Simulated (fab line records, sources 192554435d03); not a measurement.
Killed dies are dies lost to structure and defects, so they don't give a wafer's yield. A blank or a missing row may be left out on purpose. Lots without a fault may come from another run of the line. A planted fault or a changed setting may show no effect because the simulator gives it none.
Split-lot experiment | flow n5_finfet | 7 lots, 21 wafers read, on a route of 1938 steps

THE SPLIT
At N5_BEOL_M11_COAT_63 (time 60 s, resist thk 100 nm), the setting spin_rpm was moved away from the recipe's 1500 rpm on 12 of the 21 wafers read, by -6.7% to +8.5%. The other wafers ran this setting at the recipe's value.

The reading is taken at the split's own step.

THE READING
SOC_of_BEOL_M11_COAT_63.thk_nm (the simulator's own value, which no gauge read), in nm, at N5_BEOL_M11_COAT_63 (time 60 s, resist thk 100 nm). The file gives no usual value for it. The 9 wafers here that ran the recipe average 100.1 nm, standard deviation 0.25 nm.

wafer  | tool, chamber at the split | spin_rpm as run, rpm | against the recipe | SOC_of_BEOL_M11_COAT_63.thk_nm, nm | against lot-mates on the recipe
L076.2 | litho_track-02, 0          | 1572                 | +4.8%              | 97.8                               | -2.4
L076.3 | litho_track-02, 0          | 1572                 | +4.8%              | 98.2                               | -2.0
L076.4 | litho_track-02, 0          | 1500                 | recipe             | 100.2                              | -
L078.1 | litho_track-03, 0          | 1418                 | -5.5%              | 103                                | +3.2
L078.4 | litho_track-03, 0          | 1418                 | -5.5%              | 102.2                              | +2.4
L078.6 | litho_track-03, 0          | 1500                 | recipe             | 99.8                               | -
L079.1 | litho_track-02, 0          | 1500                 | recipe             | 100.2                              | -
L079.2 | litho_track-02, 0          | 1628                 | +8.5%              | 96.4                               | -3.9
L079.4 | litho_track-02, 0          | 1500                 | recipe             | 100.4                              | -
L084.1 | litho_track-04, 0          | 1500                 | recipe             | 100.2                              | -
L084.3 | litho_track-04, 0          | 1441                 | -3.9%              | 102.4                              | +2.2
L084.6 | litho_track-04, 0          | 1441                 | -3.9%              | 102                                | +1.8
L087.1 | litho_track-02, 0          | 1625                 | +8.3%              | 95.6                               | -4.0
L087.4 | litho_track-02, 0          | 1500                 | recipe             | 99.6                               | -
L087.5 | litho_track-02, 0          | 1625                 | +8.3%              | 96.2                               | -3.4
L088.1 | litho_track-03, 0          | 1500                 | recipe             | 100.4                              | -
L088.5 | litho_track-03, 0          | 1500                 | recipe             | 100                                | -
L088.6 | litho_track-03, 0          | 1500                 | recipe             | 100.2                              | -
L090.3 | litho_track-04, 0          | 1399                 | -6.7%              | 104                                | no lot-mate on the recipe
L090.6 | litho_track-04, 0          | 1399                 | -6.7%              | 104                                | no lot-mate on the recipe
L090.5 | litho_track-04, 0          | 1399                 | -6.7%              | 103.8                              | no lot-mate on the recipe

THE FIT
A straight line over all 21 wafers: SOC_of_BEOL_M11_COAT_63.thk_nm changes by -0.501 nm for each +1% of spin_rpm; r = -0.99; the points scatter about the line by 0.35 nm.
The same after taking each lot's own level away (the mean of its wafers on the recipe; 18 wafers): -0.47 nm for each +1%; r = -0.99; scatter 0.24 nm.
On that fit, the largest move of spin_rpm shifts the reading by 4 nm.
The lots' own levels span 99.60 to 100.30 nm, that is 2.8 times the standard deviation above.
So the lot-to-lot level changes the slope little: the two slopes agree.
Check: with one of the wafers moved furthest among these (+8.5%) left out of the fit, the line predicts -3.94 nm for it against its lot-mates. It came out at -3.9 nm against them.

OTHER SPLITS ON THESE WAFERS
These wafers also went through other splits before the reading. Each is held against what the fit with the lots' levels taken away leaves over:
other split on the same wafers    | wafers away from the commonest value | r with SOC_of_BEOL_M11_COAT_63.thk_nm (lot level and that fit taken away)
N5_BEOL_M10_EXPOSE_08 dose_mj     | 6                                    | -0.38
N5_BEOL_M10_VIA_ETCH_34 bias_w    | 6                                    | -0.19
N5_BEOL_M10_TRENCH_ETCH_37 bias_w | 6                                    | +0.38

THE FILE'S OWN FIT
SOC_of_BEOL_M11_COAT_63.thk_nm changes by -0.464 nm for each +1% of spin_rpm, r = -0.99.
